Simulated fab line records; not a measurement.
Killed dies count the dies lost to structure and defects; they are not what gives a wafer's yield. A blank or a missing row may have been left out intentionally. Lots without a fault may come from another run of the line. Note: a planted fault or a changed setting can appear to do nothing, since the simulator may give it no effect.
Split-lot experiment | flow n5-finfet | 21 wafers read across 7 lots, on a route 1938 steps long

== ABOUT THE SPLIT ==
At N5_BEOL_M0_SAQP_ILD_DEP_01 (deposits SiOC from DEMS/O2, target thk 45.419 nm, time 8.7 s), the setting time-s was moved away from the recipe's 8.7 s on 7 of the 21 wafers read, by -10.6% to +12.2%. This setting was run at the recipe's value on the other wafers.

The reading comes from the split's own step.

== THE READING ==
SiOC_of_BEOL_M0_SAQP_ILD_DEP_01.thk-nm (the simulator's own value, which no gauge read), in nm, at N5_BEOL_M0_SAQP_ILD_DEP_01 (deposits SiOC from DEMS/O2, target thk 45.419 nm, time 8.7 s). No usual value for it is given in the file. The 14 wafers here that ran the recipe average 46.0 nm, standard deviation 0.66 nm.

wafer  | tool, chamber at the split | time-s as run, s | against the recipe | SiOC_of_BEOL_M0_SAQP_ILD_DEP_01.thk-nm, nm | against lot-mates on the recipe
L075.1 | pecvd-02, 1                | 9.758            | +12.2%             | 50.6                                       | +5.2
L075.2 | pecvd-02, 0                | 8.7              | recipe             | 45.4                                       | -
L075.5 | pecvd-02, 0                | 9.758            | +12.2%             | 51.2                                       | +5.8
L076.3 | pecvd-04, 1                | 8.254            | -5.1%              | 43.6                                       | -2.9
L076.4 | pecvd-04, 2                | 8.7              | recipe             | 46                                         | -
L076.6 | pecvd-04, 1                | 8.7              | recipe             | 47                                         | -
L082.1 | pecvd-01, 1                | 7.777            | -10.6%             | 40.2                                       | -5.2
L082.4 | pecvd-01, 0                | 7.777            | -10.6%             | 40.8                                       | -4.6
L082.6 | pecvd-01, 2                | 8.7              | recipe             | 45.4                                       | -
L084.1 | pecvd-02, 2                | 8.7              | recipe             | 45.4                                       | -
L084.3 | pecvd-02, 2,1              | 8.7              | recipe             | 46.4                                       | -
L084.4 | pecvd-02, 2,1              | 8.7              | recipe             | 46.4                                       | -
L086.2 | pecvd-01, 1                | 8.7              | recipe             | 45.2                                       | -
L086.3 | pecvd-01, 0                | 8.7              | recipe             | 45                                         | -
L086.6 | pecvd-01, 2                | 8.7              | recipe             | 45.6                                       | -
L091.3 | pecvd-02, 0                | 9.405            | +8.1%              | 48.8                                       | +2.0
L091.4 | pecvd-02, 0                | 9.405            | +8.1%              | 49.6                                       | +2.8
L091.6 | pecvd-02, 1                | 8.7              | recipe             | 46.8                                       | -
L096.1 | pecvd-01, 2                | 8.7              | recipe             | 45.6                                       | -
L096.4 | pecvd-01, 2                | 8.7              | recipe             | 46.2                                       | -
L096.5 | pecvd-01, 1                | 8.7              | recipe             | 47                                         | -
Rows listing several chambers each stand for several wafers; the file does not say which wafer went through which chamber.

THE FIT
A straight line over all 21 wafers: SiOC_of_BEOL_M0_SAQP_ILD_DEP_01.thk-nm changes by +0.446 nm for each +1% of time-s; r = +0.97; the points scatter about the line by 0.65 nm.
The same after taking each lot's own level away (the mean of its wafers on the recipe; 21 wafers): +0.433 nm for each +1%; r = +0.98; scatter 0.55 nm.
According to that fit, moving time-s by its largest amount changes the reading by 5.3 nm.
Across the lots, their own levels run from 45.27 to 46.80 nm, a range of 2.3 times the standard deviation given above.
The two slopes are in agreement: the lot-to-lot level therefore moves the slope only a little.
Check: +5.09 nm against its lot-mates is what the line predicts for one of the wafers moved furthest among these (+12.2%) when that wafer is left out of the fit. It came out at +5.2 nm against them.

== OTHER SPLITS ON THESE WAFERS ==
Other splits were also applied to these wafers ahead of the reading. Each is held against what the fit with the lots' levels taken away leaves over:
other split on the same wafers          | wafers away from the commonest value | r with SiOC_of_BEOL_M0_SAQP_ILD_DEP_01.thk-nm (lot level and that fit taken away)
N5_SDB_COAT_04 spin-rpm                 | 8                                    | -0.36
N5_HKMG_FIN_COAT_43 spin-rpm            | 7                                    | -0.10
N5_HKMG_FIN_ETCH_54 source-w            | 9                                    | +0.22
N5_GATE_CUT_DESCUM_18 time-s            | 5                                    | +0.11
N5_MOL_CONTACT_COAG_VIA_ETCH_117 bias-w | 11                                   | -0.37

== THE FILE'S OWN FIT ==
SiOC_of_BEOL_M0_SAQP_ILD_DEP_01.thk-nm changes by +0.435 nm for each +1% of time-s, r = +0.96.
